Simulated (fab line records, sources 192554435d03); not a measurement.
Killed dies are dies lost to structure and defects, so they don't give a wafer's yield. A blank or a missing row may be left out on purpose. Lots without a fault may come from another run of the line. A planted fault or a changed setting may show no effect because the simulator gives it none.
Chamber matching | flow n5_finfet | N5_BEOL_M0_CUTY_DESCUM_61 on rie_diel-04: 4 sister chambers
The step chemistry O2, time 7.9 s. 14 wafers are shown with their chamber, then 7 later ones without.

WAFERS WITH THEIR CHAMBER
wafer  | chamber | throttle_valve_pct (%) | drypump_motor_current_A (A) | oes_product_au (a.u.)
L077.3 | 2       | 20.04                  | 5.1                         | 0.92
L077.4 | 3       | 20.40                  | 5.5                         | 0.81
L077.6 | 3       | 20.40                  | 5.5                         | 0.81
L083.1 | 1       | 20.59                  | 5.5                         | 0.72
L083.2 | 0       | 19.92                  | 6.2                         | 0.85
L083.4 | 2       | 20.08                  | 5.1                         | 0.91
L091.2 | 0       | 19.93                  | 6.3                         | 0.82
L091.5 | 1       | 20.60                  | 5.5                         | 0.70
L091.6 | 2       | 20.10                  | 5.1                         | 0.88
L092.1 | 0       | 19.95                  | 6.2                         | 0.82
L092.4 | 1       | 20.59                  | 5.4                         | 0.70
L092.6 | 0       | 19.95                  | 6.3                         | 0.81
L093.3 | 2       | 20.10                  | 5.1                         | 0.87
L093.4 | 1       | 20.63                  | 5.5                         | 0.70

SIGNATURES (means of the wafers above)
reading                 | chamber 0 | chamber 1 | chamber 2 | chamber 3 | scatter within a chamber
throttle_valve_pct      | 19.9375   | 20.6025   | 20.0800   | 20.4000   | 0.0204
drypump_motor_current_A | 6.250     | 5.475     | 5.100     | 5.500     | 0.0418
oes_product_au          | 0.8250    | 0.7050    | 0.8950    | 0.8100    | 0.017
Rule: a wafer's distance from a chamber is the root of the sum, over the readings, of the square of ((its reading less the chamber's mean) divided by the reading's scatter). The wafer belongs to the nearest chamber; if the next one is less than 2 further off, it can't be placed. The scatter: the root of (the sum of the squares of (reading less its chamber's mean) over the shown wafers, divided by (wafers less chambers)).

WAFERS WITHOUT THEIR CHAMBER
wafer  | throttle_valve_pct (%) | drypump_motor_current_A (A) | oes_product_au (a.u.)
L093.6 | 20.45                  | 5.5                         | 0.77
L095.1 | 20.10                  | 5.1                         | 0.86
L095.2 | 20.62                  | 5.5                         | 0.69
L095.4 | 20.46                  | 5.5                         | 0.76
L096.2 | 19.96                  | 6.3                         | 0.80
L096.4 | 20.10                  | 5.1                         | 0.86
L096.5 | 19.96                  | 6.3                         | 0.81

WHICH CHAMBER EACH WENT THROUGH
wafer  | from the rows above | in truth
L093.6 | 3                   | 3
L095.1 | 2                   | 2
L095.2 | 1                   | 1
L095.4 | 3                   | 3
L096.2 | 0                   | 0
L096.4 | 2                   | 2
L096.5 | 0                   | 0
Placed correctly: 7 of 7. Can't be placed from these rows: 0. Placed wrongly: 0.
